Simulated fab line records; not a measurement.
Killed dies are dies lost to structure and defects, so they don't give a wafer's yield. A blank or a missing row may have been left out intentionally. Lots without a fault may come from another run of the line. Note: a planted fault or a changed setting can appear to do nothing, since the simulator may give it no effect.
Chamber matching	flow n5 finfet	4 sister chambers for N5_SD_EPI_N_LINER_46 on ald sin-04
The step material SiNx, target thk 3 nm. 16 wafers are shown with their chamber, then 8 later ones without.

WAFERS PAIRED WITH THEIR CHAMBERS
wafer	chamber	heater power w (W)	heater power outer w (W)	chamber pressure Torr (Torr)
L077.1	1	815	514	1.999
L077.2	2	862	489	2.006
L077.3	3	864	528	1.999
L084.2	0	918	530	1.993
L084.3	3	833	523	1.997
L084.6	3	846	530	2.002
L087.1	2	862	500	2.003
L087.2	1	823	519	2.004
L087.5	2	877	498	2.004
L089.1	0	975	577	2.000
L089.2	2	857	496	1.998
L089.6	3	860	527	1.998
L090.1	2	857	479	1.998
L090.4	3	864	517	2.003
L090.5	2	832	495	2.003
L091.1	2	849	490	2.002

SIGNATURES (means of the wafers above)
reading	chamber 0	chamber 1	chamber 2	chamber 3	scatter within a chamber
heater power w	946.50	819.00	856.57	853.40	17.2
heater power outer w	553.50	516.50	492.43	525.00	11.3
chamber pressure Torr	1.99650	2.00150	2.00200	1.99980	0.00313
Rule: for a wafer and a chamber, the distance is found by dividing, reading by reading, the gap between the wafer's reading and the chamber's mean by the reading's scatter, squaring, summing and taking the root. The wafer belongs to the nearest chamber; if the next one is less than 2 further off, it can't be placed. The scatter: the root of (the sum of the squares of (reading less its chamber's mean) over the shown wafers, divided by (wafers less chambers)).

WAFERS WHOSE CHAMBER IS MISSING
wafer	heater power w (W)	heater power outer w (W)	chamber pressure Torr (Torr)
L091.4	845	524	1.999
L091.5	849	509	2.005
L095.3	798	518	1.994
L095.5	836	534	2.003
L095.6	803	524	1.996
L097.2	939	549	2.004
L097.4	853	508	1.998
L097.5	840	522	1.998

WHICH CHAMBER EACH ONE RAN IN
wafer	from the rows above	in truth
L091.4	can't be placed: 3 or 1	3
L091.5	can't be placed: 2 or 1 or 3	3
L095.3	can't be placed: 1 or 3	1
L095.5	can't be placed: 3 or 1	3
L095.6	can't be placed: 1 or 3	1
L097.2	0	0
L097.4	can't be placed: 3 or 2 or 1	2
L097.5	can't be placed: 3 or 1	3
Placed correctly: 1 of 8. From these rows, 7 cannot be placed; in 7 the true chamber is one of the candidates. Placed wrongly: 0.
